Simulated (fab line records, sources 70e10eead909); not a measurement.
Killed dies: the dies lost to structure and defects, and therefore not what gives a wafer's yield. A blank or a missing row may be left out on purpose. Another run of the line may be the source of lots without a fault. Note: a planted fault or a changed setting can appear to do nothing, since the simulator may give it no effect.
fab line records    flow nandHarc
record lots=24  wafers=72  lastDay=33
route steps=1302 shown A_SLIT@922 A_WL_FILL@952
lots untouched by any fault: they come from a run of this same line in which no faults occurred
startH: start of the lot's first displayed wafer, in hours after the record's first day    waitH: hours from the lot's prior step to this one    " repeats the value in the row above    L1.1+2: one row covering several wafers at once    - either no value or no given start    * or withheld: withheld    < > ~ a bound
route shown NAME@n: NAME is a module with steps in the file, n the number in the route of the first one    usual: mean and standard deviation over wafers with no fault    same: alike in all rows    chamber/n: place in a boat    sites: per-site readings    _std_site: the values' standard deviation    _edge_site: the outer-site mean with the inner-site mean subtracted    radiusMm: how far each site lies from the wafer's centre    mask NAME#n: copy n    behind: the tool/chamber that last shaped the wafer    hold: why the lot was held/for how many hours/how that ended    device: transistor that didn't switch, given as n, p or np    end of line: tests run on the same wafers once the route is complete    for a step that has no rows: nothing shown but its recipe    killed: count of dies lost to structure and defects at first sort (not the wafer's yield)    map: shows each die of a wafer: x if killed, . if not, _ if none is there
set.NAME: the setting the step ran with; set.NAME@STEP: the setting that earlier step ran with    model.NAME: the simulator's own value behind a step, which no gauge read
a sample of lots followed through the steps of the route, with each step as a table and each wafer as a row
services: from which hour (startH, from the record's first day; less than 0 if before it) a tool's chamber was out of use, for how many hours, and why
## steps
# step NHARC_A_SLIT_DEP_25
# recipe targetThkA=2000  tempC=400  pressureTorr=6.5  rfW=900  teosFlowSccm=161.4  flowSccm=2650  targetThkNm=200  gas=O2  material=SiO2
# usual heaterPowerW=518/65  showerheadVppV=1843/87  throttleValvePct=16.1/0.58
lot.wafer  tool      chamber  startH  waitH  heaterPowerW  showerheadVppV  throttleValvePct
L074.1     pecvd-03  2        445.29  0.1    615           1785            15.3
L074.3     "         0        "       "      584           1864            16.2
L074.4     "         0        "       "      607           1898            16.4
L077.2     pecvd-04  2        465.11  0.1    470           1801            16.0
L077.1     "         0        "       "      536           1667            16.5
L077.5     "         2        "       "      492           1772            16.1
L076.3     pecvd-03  2        465.16  0.1    669           1781            15.5
L076.1     "         0        "       "      491           1895            16.3
L076.2     "         1        "       "      447           1778            15.5
L075.3     pecvd-02  2        465.16  0.1    535           1846            16.0
L075.6     "         0        "       "      497           1918            16.8
L075.4     "         2        "       "      550           1869            15.9
L079.2     pecvd-03  2        485.02  0.1    595           1833            15.5
L079.3     "         0        "       "      522           1884            16.0
L079.5     "         2        "       "      606           1774            15.1
L078.2     pecvd-02  2        494.43  0.1    518           1853            16.0
L078.3     "         0        "       "      541           1965            17.1
L078.6     "         0        "       "      412           1977            17.0
L080.3     pecvd-02  0        494.66  0.2    444           1951            17.1
L080.1     "         1        "       "      447           1966            16.1
L080.6     "         0        "       "      469           1896            17.1
L081.1     pecvd-03  2        494.68  0.2    692           1807            15.3
L081.3     "         1        "       "      497           1776            15.6
L081.5     "         1        "       "      488           1802            15.5
L083.2     pecvd-04  1        547.59  0.1    542           1848            16.3
L083.5     "         0        "       "      483           1657            16.4
L083.4     "         1        "       "      542           1853            16.6
L082.1     pecvd-02  0        547.83  0.3    449           1965            17.5
L082.4     "         1        "       "      470           1973            16.5
L082.5     "         2        "       "      578           1833            16.1
L084.3     pecvd-02  0        552.37  0.1    424           1918            17.2
L084.1     "         2        "       "      478           1856            16.3
L084.4     "         2        "       "      503           1828            16.1
L085.3     pecvd-04  0        552.49  0.1    520           1668            16.3
L085.2     "         1        "       "      489           1850            16.6
L085.4     "         2        "       "      515           1821            15.9
L088.1     pecvd-03  0        572.51  0.1    549           1856            16.0
L088.3     "         2        "       "      685           1784            14.8
L088.5     "         2        "       "      526           1782            15.0
L086.1     pecvd-02  1        572.60  0.2    413           2006            16.8
L086.5     "         0        "       "      485           1926            17.5
L086.4     "         1        "       "      435           1929            16.6
L089.2     pecvd-04  2        590.29  0.1    525           1803            16.2
L089.6     "         2        "       "      534           1795            16.0
L089.5     "         0        "       "      565           1655            16.7
L090.1     pecvd-02  2        612.05  0.1    618           1850            16.0
L090.4     "         2        "       "      618           1821            16.3
L090.5     "         0        "       "      464           1950            16.7
L087.3     pecvd-02  2        612.25  0.3    645           1874            16.3
L087.1     "         0        "       "      519           1936            16.6
L087.2     "         1        "       "      435           1967            15.7
L091.2     pecvd-03  1        619.34  0.1    472           1772            15.6
L091.6     "         1        "       "      493           1794            15.4
L091.5     "         2        "       "      637           1798            15.0
L092.3     pecvd-02  1        636.57  0.1    421           1929            15.8
L092.6     "         0        "       "      575           1947            16.8
L092.5     "         2        "       "      590           1868            16.3
L096.2     pecvd-04  1        654.72  0.1    539           1843            15.8
L096.5     "         0        "       "      456           1701            17.0
L096.4     "         1        "       "      549           1854            15.8
L094.2     pecvd-03  0        654.73  0.1    600           1858            16.2
L094.1     "         1        "       "      492           1778            15.4
L094.3     "         2        "       "      641           1777            14.3
L095.2     pecvd-04  0        660.94  0.1    537           1684            16.9
L095.4     "         0        "       "      528           1661            17.2
L095.5     "         1        "       "      543           1830            15.6
L093.2     pecvd-02  1        660.99  0.1    425           1974            15.8
L093.1     "         2        "       "      618           1842            16.2
L093.3     "         0        "       "      549           1923            16.8
L097.1     pecvd-04  2        672.72  0.1    433           1798            15.9
L097.6     "         0        "       "      552           1684            16.9
L097.5     "         1        "       "      532           1865            15.7
# step NHARC_A_SLIT_DEP_23
# recipe targetThkA=1000  targetThkNm=100  tempC=400  pressureTorr=3.5  flowSccm=200  rfW=350  material=SiON
# usual heaterPowerW=711/66  showerheadVppV=1143/58
lot.wafer  tool      chamber  startH  waitH  heaterPowerW  showerheadVppV
L074.3     pecvd-02  2        449.61  1.9    775           1155
L074.1     "         0        "       "      722           1219
L074.4     "         2        "       "      758           1164
L075.3     pecvd-03  0        469.22  1.9    722           1186
L075.6     "         1        "       "      764           1120
L075.4     "         2        "       "      727           1117
L076.1     pecvd-04  2        470.38  3.2    680           1113
L076.2     "         0        "       "      740           1042
L076.3     "         2        "       "      721           1110
L077.2     pecvd-03  0        470.42  2.5    792           1178
L077.1     "         2        "       "      832           1118
L077.5     "         2        "       "      824           1109
L079.2     pecvd-04  0        489.20  2.6    642           1055
L079.3     "         0        "       "      641           1045
L079.5     "         0        "       "      652           1044
L078.2     pecvd-02  1        498.98  2.6    610           1231
L078.3     "         1        "       "      642           1229
L078.6     "         1        "       "      606           1244
L080.1     pecvd-02  1        500.03  3.1    642           1220
L080.3     "         0        "       "      698           1223
L080.6     "         0        "       "      698           1212
L081.1     pecvd-04  0        501.11  3.2    744           1052
L081.3     "         2        "       "      700           1120
L081.5     "         2        "       "      714           1122
L083.2     pecvd-04  1        552.24  2.5    618           1161
L083.4     "         2        "       "      687           1107
L083.5     "         0        "       "      705           1037
L082.1     pecvd-04  1        556.08  3.2    659           1148
L082.5     "         2        "       "      641           1103
L082.4     "         1        "       "      665           1157
L084.1     pecvd-04  2        558.26  3.2    694           1144
L084.3     "         1        "       "      744           1163
L084.4     "         2        "       "      708           1105
L085.3     pecvd-02  0        559.82  1.9    659           1218
L085.2     "         1        "       "      636           1253
L085.4     "         2        "       "      730           1146
L086.1     pecvd-02  0        576.69  3.2    731           1201
L086.4     "         2        "       "      719           1152
L086.5     "         1        "       "      603           1224
L088.3     pecvd-03  1        576.69  1.9    685           1109
L088.1     "         2        "       "      864           1113
L088.5     "         0        "       "      762           1165
L089.2     pecvd-04  1        596.60  2.5    684           1163
L089.5     "         2        "       "      669           1119
L089.6     "         0        "       "      733           1045
L090.1     pecvd-03  2        618.57  3.1    863           1115
L090.5     "         0        "       "      720           1169
L090.4     "         1        "       "      750           1112
L087.2     pecvd-04  0        622.36  2.5    653           1031
L087.1     "         1        "       "      642           1177
L087.3     "         0        "       "      705           1037
L091.2     pecvd-02  1        627.79  2.5    649           1244
L091.6     "         1        "       "      650           1228
L091.5     "         0        "       "      697           1189
L092.3     pecvd-02  0        640.98  2.0    646           1202
L092.6     "         1        "       "      670           1226
L092.5     "         0        "       "      650           1186
L096.2     pecvd-03  0        658.80  2.5    832           1169
L096.4     "         0        "       "      679           1195
L096.5     "         1        "       "      687           1109
L094.2     pecvd-04  2        660.33  2.5    619           1110
L094.3     "         0        "       "      786           1051
L094.1     "         1        "       "      606           1155
L095.2     pecvd-02  1        665.03  2.5    663           1217
L095.5     "         2        "       "      820           1162
L095.4     "         0        "       "      743           1199
L093.1     pecvd-03  0        665.13  3.2    798           1177
L093.2     "         1        "       "      671           1121
L093.3     "         2        "       "      895           1113
L097.1     pecvd-03  0        678.21  3.2    712           1182
L097.6     "         1        "       "      724           1114
L097.5     "         0        "       "      712           1179
# step NHARC_A_SLIT_STRIP_18
# recipe o2FlowSccm=500  arFlowSccm=0  biasW=0  chemistry=O2
# usual drypumpMotorCurrentA=5.7/0.45  oesProductAu=0.997/0.0066  rfVppV=57.6/0.77  showerheadPlenumPTorr=3.46/0.12  throttleValvePct=17.035/0.0083
lot.wafer  tool        chamber  startH  waitH  drypumpMotorCurrentA  oesProductAu  rfHoursCounterH  rfVppV  showerheadPlenumPTorr  throttleValvePct
L074.3     rieDiel-09  1        -       -      6.2                   0.996         5.8              58.9    3.58                   17.043
L074.1     "           2        "       "      5.2                   0.992         5.8              58.9    3.53                   17.031
L074.4     "           3        "       "      5.9                   0.994         6.5              58.0    3.51                   17.033
L075.4     rieDiel-02  0        -       -      5.6                   1.005         5.1              57.2    3.64                   17.046
L075.3     "           2        "       "      5.3                   0.996         4.9              57.6    3.32                   17.037
L075.6     "           1        "       "      5.9                   0.995         -                56.0    3.31                   17.025
L076.2     rieDiel-13  0        -       -      5.8                   0.997         8.5              56.8    3.42                   17.037
L076.1     "           1        "       "      4.9                   0.999         6.5              57.4    3.39                   17.029
L076.3     "           2        "       "      6.2                   1.007         7.9              56.9    3.37                   17.051
L077.1     rieDiel-09  3        -       -      5.9                   1.000         7.6              57.3    3.51                   17.052
L077.2     "           0        "       "      5.0                   1.003         7.5              58.0    3.61                   17.022
L077.5     "           3        "       "      5.9                   1.003         -                57.7    3.51                   17.036
L079.3     rieDiel-09  2        -       -      5.2                   0.992         8.0              57.3    3.53                   17.045
L079.2     "           3        "       "      5.8                   1.000         8.1              58.2    3.51                   17.027
L079.5     "           1        "       "      6.2                   0.997         -                58.6    3.58                   17.034
L078.2     rieDiel-02  0        -       -      5.6                   1.008         7.3              58.9    3.64                   17.037
L078.3     "           1        "       "      6.0                   0.989         6.0              58.0    3.31                   17.038
L078.6     "           0        "       "      5.6                   1.001         -                57.5    3.64                   17.029
L080.3     rieDiel-02  1        -       -      5.9                   0.986         6.1              57.0    3.31                   17.029
L080.1     "           2        "       "      5.3                   0.999         6.6              56.0    3.32                   17.044
L080.6     "           1        "       "      5.9                   0.988         -                56.7    3.31                   17.032
L081.3     rieDiel-09  0        -       -      5.0                   0.991         0.0              59.5    3.61                   17.024
L081.1     "           2        "       "      5.2                   0.999         0.0              55.5    3.53                   17.041
L081.5     "           3        "       "      5.9                   0.999         -                56.8    3.51                   17.034
L083.4     rieDiel-02  2        -       -      5.3                   0.995         9.5              57.3    3.32                   17.043
L083.2     "           0        "       "      5.6                   1.007         9.8              58.2    3.64                   17.039
L083.5     "           2        "       "      5.3                   0.999         -                56.5    3.32                   17.040
L082.1     rieDiel-02  2        -       -      5.2                   0.992         9.6              57.4    3.32                   17.035
L082.5     "           3        "       "      5.8                   0.992         -                57.4    3.60                   17.027
L082.4     "           1        "       "      5.9                   0.990         -                57.7    3.31                   17.027
L084.1     rieDiel-02  1        -       -      5.9                   0.994         7.6              58.0    3.31                   17.040
L084.3     "           3        "       "      5.8                   0.991         10.6             57.5    3.60                   17.036
L084.4     "           3        "       "      5.8                   1.011         -                57.0    3.60                   17.035
L085.3     rieDiel-02  3        -       -      5.8                   0.993         10.7             57.6    3.60                   17.032
L085.2     "           1        "       "      5.9                   0.993         7.7              58.0    3.31                   17.023
L085.4     "           3        "       "      5.8                   1.006         -                57.9    3.60                   17.048
L086.1     rieDiel-13  1        -       -      4.9                   0.983         3.4              58.3    3.38                   17.029
L086.5     "           2        "       "      6.2                   1.004         -                57.1    3.37                   17.029
L086.4     "           0        "       "      5.8                   0.994         -                56.8    3.42                   17.027
L088.3     rieDiel-09  1        -       -      6.2                   0.995         4.0              58.2    3.57                   17.046
L088.1     "           2        "       "      5.2                   0.993         3.9              58.8    3.52                   17.022
L088.5     "           1        "       "      6.2                   0.993         -                57.5    3.57                   17.038
L089.2     rieDiel-13  0        -       -      5.8                   0.995         4.0              58.0    3.42                   17.033
L089.6     "           1        "       "      4.8                   0.994         -                56.5    3.38                   17.044
L089.5     "           2        "       "      6.2                   1.009         -                56.9    3.37                   17.046
L090.4     rieDiel-09  1        -       -      6.2                   0.991         5.1              57.2    3.57                   17.042
L090.1     "           3        "       "      5.9                   1.013         4.0              58.2    3.51                   17.032
L090.5     "           1        "       "      6.2                   1.006         -                57.7    3.57                   17.028
L087.2     rieDiel-13  3        -       -      6.2                   0.996         4.7              58.1    3.54                   17.037
L087.1     "           0        "       "      5.8                   0.980         5.1              57.8    3.42                   17.043
L087.3     "           1        "       "      4.9                   0.992         5.5              58.7    3.38                   17.035
L091.2     rieDiel-13  3        -       -      6.2                   0.999         5.1              57.9    3.54                   17.045
L091.6     "           0        "       "      5.8                   0.994         -                56.6    3.42                   17.032
L091.5     "           1        "       "      4.9                   1.000         -                57.1    3.38                   17.042
L092.3     rieDiel-13  3        -       -      6.3                   1.001         5.4              57.1    3.54                   17.035
L092.5     "           3        "       "      6.3                   0.997         -                56.8    3.54                   17.039
L092.6     "           0        "       "      5.8                   0.995         -                57.5    3.42                   17.039
L096.4     rieDiel-02  1        -       -      5.9                   0.984         5.3              55.3    3.31                   17.025
L096.2     "           3        "       "      5.8                   0.992         6.8              58.7    3.60                   17.041
L096.5     "           1        "       "      5.9                   0.991         -                57.3    3.31                   17.044
L094.2     rieDiel-02  0        -       -      5.6                   1.011         6.7              58.6    3.64                   17.031
L094.1     "           1        "       "      5.9                   0.992         5.5              57.5    3.31                   17.029
L094.3     "           2        "       "      5.3                   0.992         7.1              57.2    3.31                   17.036
L095.4     rieDiel-13  1        -       -      4.9                   0.992         7.9              58.4    3.38                   17.032
L095.2     "           3        "       "      6.2                   0.996         7.8              57.1    3.54                   17.034
L095.5     "           1        "       "      4.9                   0.996         -                56.2    3.38                   17.027
L093.3     rieDiel-13  3        -       -      6.3                   1.000         7.8              57.7    3.54                   17.026
L093.2     "           0        "       "      5.8                   0.993         7.9              58.0    3.42                   17.033
L093.1     "           1        "       "      4.9                   0.988         8.0              57.8    3.38                   17.042
L097.1     rieDiel-13  1        -       -      4.9                   0.987         8.1              56.3    3.38                   17.035
L097.6     "           0        "       "      5.8                   0.987         -                57.6    3.42                   17.048
L097.5     "           1        "       "      4.9                   0.983         -                57.3    3.38                   17.019
# step NHARC_A_WL_FILL_ALD_00
# recipe targetThkA=30  pulseTimeS=3  aldCycles=30  tempC=300  material=Al2O3
# usual heaterPowerW=469/58  precursorPulseHeightRel=1.000/0.021
lot.wafer  tool      chamber  startH  waitH  heaterPowerW  precursorPulseHeightRel
L074.1     aldHk-02  3        467.87  0.1    384           1.017
L074.3     "         0        "       "      512           1.025
L074.4     "         1        "       "      465           1.040
L075.4     aldHk-02  1        482.98  0.1    465           1.034
L075.3     "         2        "       "      445           0.985
L075.6     "         3        "       "      398           1.017
L076.2     aldHk-02  1        484.51  0.1    478           0.993
L076.3     "         2        "       "      433           1.016
L076.1     "         0        "       "      532           1.017
L077.2     aldHk-02  1        488.35  0.8    469           0.984
L077.1     "         2        "       "      448           0.993
L077.5     "         3        "       "      389           0.994
L079.3     aldHk-02  2        503.15  0.1    442           0.948
L079.2     "         3        "       "      371           1.038
L079.5     "         2        "       "      445           1.008
L078.3     aldHk-02  3        512.83  0.1    399           0.987
L078.2     "         2        "       "      440           0.991
L078.6     "         3        "       "      394           1.009
L080.3     aldHk-03  2        512.85  0.1    574           0.983
L080.1     "         3        "       "      444           0.991
L080.6     "         2        "       "      592           1.025
L081.3     aldHk-04  0        517.64  0.1    442           1.022
L081.1     "         2        "       "      497           0.999
L081.5     "         0        "       "      445           0.986
L083.4     aldHk-03  2        566.13  0.1    592           0.989
L083.2     "         1        "       "      509           0.999
L083.5     "         2        "       "      609           0.978
L082.4     aldHk-02  3        570.07  0.1    375           0.999
L082.1     "         0        "       "      515           1.028
L082.5     "         2        "       "      443           1.043
L084.3     aldHk-02  2        572.24  0.1    426           0.999
L084.4     "         0        "       "      515           0.955
L084.1     "         1        "       "      479           1.014
L085.3     aldHk-04  0        575.22  0.1    441           0.983
L085.2     "         1        "       "      397           0.984
L085.4     "         3        "       "      539           1.019
L088.1     aldHk-04  3        590.73  0.1    534           1.031
L088.3     "         2        "       "      508           0.954
L088.5     "         3        "       "      532           1.003
L086.1     aldHk-03  3        590.76  0.1    446           0.995
L086.4     "         0        "       "      439           1.010
L086.5     "         3        "       "      438           0.977
L089.2     aldHk-04  1        610.57  0.2    392           0.962
L089.5     "         2        "       "      505           0.946
L089.6     "         3        "       "      524           1.022
L090.4     aldHk-03  0        632.52  0.2    448           1.035
L090.1     "         1        "       "      515           0.993
L090.5     "         3        "       "      439           1.016
L087.2     aldHk-04  0        637.99  0.3    432           0.998
L087.1     "         1        "       "      406           1.023
L087.3     "         2        "       "      479           1.005
L091.2     aldHk-04  0        642.61  0.1    428           1.012
L091.6     "         3        "       "      552           1.000
L091.5     "         0        "       "      441           0.985
L092.3     aldHk-04  3        654.96  0.3    551           0.991
L092.6     "         0        "       "      435           1.003
L092.5     "         1        "       "      413           0.995
L096.2     aldHk-04  2        672.88  0.4    485           0.982
L096.4     "         0        "       "      425           0.960
L096.5     "         1        "       "      398           1.007
L094.1     aldHk-03  1        674.61  0.1    525           1.009
L094.3     "         2        "       "      558           0.988
L094.2     "         0        "       "      459           1.002
L095.2     aldHk-02  3        682.39  1.9    369           0.978
L095.4     "         1        "       "      477           1.025
L095.5     "         2        "       "      446           1.011
L093.2     aldHk-02  2        682.67  0.3    446           1.001
L093.1     "         0        "       "      513           1.012
L093.3     "         1        "       "      482           0.993
L097.1     aldHk-03  0        692.70  0.8    448           0.997
L097.6     "         1        "       "      532           0.995
L097.5     "         2        "       "      564           1.006
# step NHARC_A_WL_FILL_STRIP_27
# recipe powerW=1500  tempC=250  timeS=20  chemistry=N2/H2
# usual drypumpMotorCurrentA=5.58/0.13  heaterPowerW=350/35
# same timeS=20
lot.wafer  tool            chamber  startH  waitH  drypumpMotorCurrentA  heaterPowerW  rfHoursCounterH
L074.1     plasmaAsher-01  0        469.55  0.1    5.44                  341           24
L074.3     "               1        "       "      5.53                  331           -
L074.4     "               0        "       "      5.43                  320           -
L075.3     plasmaAsher-01  1        484.64  0.1    5.54                  325           -
L075.4     "               0        "       "      5.43                  327           -
L075.6     "               0        "       "      5.42                  319           -
L076.1     plasmaAsher-02  0        486.27  0.1    5.83                  364           10
L076.2     "               1        "       "      5.66                  414           10
L076.3     "               1        "       "      5.63                  421           -
L077.1     plasmaAsher-02  1        489.98  0.1    5.63                  412           11
L077.2     "               0        "       "      5.82                  374           11
L077.5     "               1        "       "      5.61                  410           -
L079.2     plasmaAsher-02  1        504.92  0.2    5.62                  417           13
L079.3     "               0        "       "      5.84                  370           -
L079.5     "               1        "       "      5.66                  399           -
L080.1     plasmaAsher-01  0        514.49  0.1    5.42                  324           33
L080.3     "               1        "       "      5.54                  333           -
L080.6     "               1        "       "      5.58                  320           -
L078.2     plasmaAsher-02  1        514.51  0.1    5.63                  397           15
L078.3     "               0        "       "      5.82                  370           -
L078.6     "               1        "       "      5.64                  419           -
L081.1     plasmaAsher-01  1        519.45  0.2    5.55                  332           34
L081.3     "               0        "       "      5.44                  330           -
L081.5     "               1        "       "      5.55                  321           -
L083.2     plasmaAsher-01  0        567.82  0.1    5.45                  315           5
L083.4     "               1        "       "      5.57                  328           -
L083.5     "               1        "       "      5.55                  331           -
L082.1     plasmaAsher-02  1        571.69  0.1    5.62                  404           30
L082.4     "               1        "       "      5.63                  405           -
L082.5     "               0        "       "      5.79                  364           -
L084.1     plasmaAsher-01  0        574.25  0.1    5.40                  316           7
L084.4     "               1        "       "      5.55                  331           -
L084.3     "               0        "       "      5.42                  316           -
L085.2     plasmaAsher-02  0        576.98  0.1    5.80                  363           31
L085.3     "               0        "       "      5.77                  365           -
L085.4     "               1        "       "      5.61                  401           -
L088.1     plasmaAsher-01  0        592.42  0.1    5.43                  316           9
L088.3     "               1        "       "      5.56                  333           -
L088.5     "               0        "       "      5.41                  306           -
L086.1     plasmaAsher-02  0        592.42  0.1    5.79                  365           37
L086.4     "               1        "       "      5.64                  412           -
L086.5     "               1        "       "      5.64                  414           -
L089.2     plasmaAsher-01  1        612.38  0.3    5.54                  335           14
L089.5     "               1        "       "      5.54                  325           -
L089.6     "               0        "       "      5.43                  325           -
L090.1     plasmaAsher-01  1        634.65  0.1    5.56                  329           18
L090.4     "               0        "       "      5.42                  320           -
L090.5     "               0        "       "      5.44                  315           -
L087.1     plasmaAsher-01  1        639.79  0.1    5.55                  325           18
L087.2     "               0        "       "      5.42                  311           18
L087.3     "               0        "       "      5.43                  312           -
L091.2     plasmaAsher-01  1        645.71  0.1    5.54                  335           19
L091.6     "               1        "       "      5.58                  324           -
L091.5     "               0        "       "      5.43                  320           -
L092.3     plasmaAsher-02  0        656.62  0.2    5.76                  385           -
L092.6     "               1        "       "      5.61                  401           -
L092.5     "               0        "       "      5.75                  376           -
L096.2     plasmaAsher-01  1        674.61  0.1    5.57                  329           27
L096.4     "               1        "       "      5.57                  331           -
L096.5     "               1        "       "      5.57                  330           -
L094.1     plasmaAsher-01  0        676.28  0.1    5.44                  312           27
L094.2     "               1        "       "      5.56                  330           27
L094.3     "               0        "       "      5.42                  318           -
L095.2     plasmaAsher-02  1        684.24  0.1    5.63                  408           15
L095.4     "               1        "       "      5.65                  397           -
L095.5     "               1        "       "      5.61                  404           -
L093.2     plasmaAsher-02  1        684.66  0.3    5.63                  389           16
L093.1     "               0        "       "      5.79                  374           16
L093.3     "               0        "       "      5.81                  369           -
L097.1     plasmaAsher-01  0        694.31  0.2    5.42                  314           31
L097.5     "               1        "       "      5.56                  329           -
L097.6     "               0        "       "      5.42                  316           -
# step NHARC_A_WL_FILL_ALD_10
# recipe targetThkA=500  pulseTimeS=10  aldCycles=500  tempC=300  material=SiO2
# usual heaterPowerW=468/57  precursorPulseHeightRel=0.998/0.018
lot.wafer  tool      chamber  startH  waitH  heaterPowerW  precursorPulseHeightRel
L074.1     aldHk-03  2        477.82  0.1    596           0.976
L074.4     "         0        478.84  1.1    454           0.974
L074.3     "         1        "       "      512           0.994
L075.4     aldHk-02  2        490.01  0.6    438           0.994
L075.3     "         3        "       "      377           0.991
L075.6     "         2        492.09  2.6    440           0.989
L076.2     aldHk-03  1        490.42  1.0    515           1.026
L076.1     "         2        "       "      569           1.008
L076.3     "         3        "       "      447           0.990
L077.2     aldHk-02  0        498.25  1.7    510           1.000
L077.1     "         2        499.29  2.7    434           1.010
L077.5     "         3        "       "      394           1.021
L079.3     aldHk-04  1        510.32  0.6    395           0.978
L079.2     "         2        "       "      488           1.005
L079.5     "         0        511.87  2.1    446           0.977
L078.2     aldHk-04  0        520.13  0.4    437           0.997
L078.3     "         2        521.15  1.5    499           1.006
L078.6     "         0        522.17  2.5    446           0.979
L080.3     aldHk-03  0        521.83  2.1    450           1.016
L080.1     "         1        522.87  3.2    492           0.992
L080.6     "         3        524.96  5.3    446           0.988
L081.1     aldHk-02  0        526.11  1.1    514           1.008
L081.3     "         1        "       "      473           0.981
L081.5     "         2        "       "      427           1.003
L083.2     aldHk-02  3        574.00  0.1    371           1.000
L083.4     "         2        575.51  1.6    453           0.964
L083.5     "         0        576.51  2.6    500           1.007
L082.1     aldHk-02  0        577.24  0.1    513           0.987
L082.4     "         3        578.80  1.6    368           1.022
L082.5     "         1        579.84  2.6    468           1.041
L084.1     aldHk-04  2        577.31  0.1    511           1.016
L084.3     "         3        "       "      537           0.995
L084.4     "         1        578.85  1.7    393           1.030
L085.2     aldHk-02  3        582.39  0.6    366           1.000
L085.4     "         0        "       "      503           1.013
L085.3     "         1        "       "      473           0.979
L088.1     aldHk-02  2        597.79  0.1    436           0.959
L088.3     "         1        599.34  1.6    492           1.018
L088.5     "         3        600.37  2.6    374           0.992
L086.4     aldHk-03  2        598.81  1.1    555           1.008
L086.1     "         3        "       "      450           1.027
L086.5     "         0        "       "      449           1.031
L089.2     aldHk-03  1        618.81  1.6    525           1.015
L089.6     "         2        "       "      551           0.994
L089.5     "         3        "       "      445           0.987
L090.1     aldHk-02  3        639.99  0.1    373           1.014
L090.4     "         0        641.01  1.1    512           0.955
L090.5     "         3        644.08  4.1    378           0.993
L087.1     aldHk-03  0        647.85  0.1    446           0.984
L087.2     "         1        648.87  1.1    540           0.995
L087.3     "         3        650.92  3.1    433           1.005
L091.2     aldHk-04  0        652.91  1.6    434           1.001
L091.5     "         1        "       "      402           0.991
L091.6     "         2        "       "      482           0.992
L092.3     aldHk-04  0        661.84  0.1    435           1.035
L092.6     "         0        663.90  2.1    428           1.022
L092.5     "         1        "       "      416           0.988
L096.2     aldHk-04  1        680.07  0.6    400           1.021
L096.4     "         3        681.10  1.6    561           0.992
L096.5     "         1        682.14  2.6    402           1.022
L094.3     aldHk-03  2        680.19  0.7    556           1.023
L094.1     "         3        "       "      441           0.994
L094.2     "         0        "       "      455           1.004
L093.1     aldHk-02  0        689.51  0.1    514           1.001
L093.3     "         1        690.51  1.0    485           1.001
L093.2     "         2        "       "      436           0.998
L095.4     aldHk-04  0        690.03  0.6    427           0.973
L095.2     "         1        "       "      409           0.996
L095.5     "         0        692.10  2.6    441           1.002
L097.1     aldHk-03  1        700.71  1.1    519           1.028
L097.5     "         3        701.74  2.1    442           0.987
L097.6     "         0        "       "      444           1.002
## services
tool            chamber  startH  hours  kind
plasmaAsher-02  -        426.47  9.0    pm
pecvd-02        2        430.51  2.3    repair
aldHk-04        -        432.88  10.0   pm
pecvd-04        -        450.02  13.0   pm
pecvd-02        -        462.14  1.0    repair
pecvd-02        1        475.23  13.2   repair
plasmaAsher-01  -        494.12  1.4    repair
pecvd-02        2        495.86  9.8    repair
plasmaAsher-01  -        519.56  9.0    pm
aldHk-02        -        531.65  10.0   pm
pecvd-03        -        538.54  1.7    repair
pecvd-03        -        547.63  13.0   pm
aldHk-03        -        568.00  10.0   pm
plasmaAsher-01  -        576.84  1.6    repair
plasmaAsher-01  -        580.66  3.7    repair
pecvd-02        -        589.00  13.0   pm
plasmaAsher-02  -        603.47  9.0    pm
aldHk-04        -        610.88  10.0   pm
pecvd-04        2        618.31  4.9    repair
pecvd-04        -        631.02  13.0   pm
aldHk-02        -        634.59  1.5    repair
aldHk-03        -        661.62  1.3    repair
pecvd-03        -        681.43  1.3    repair
plasmaAsher-01  -        696.56  9.0    pm
## key
fault none
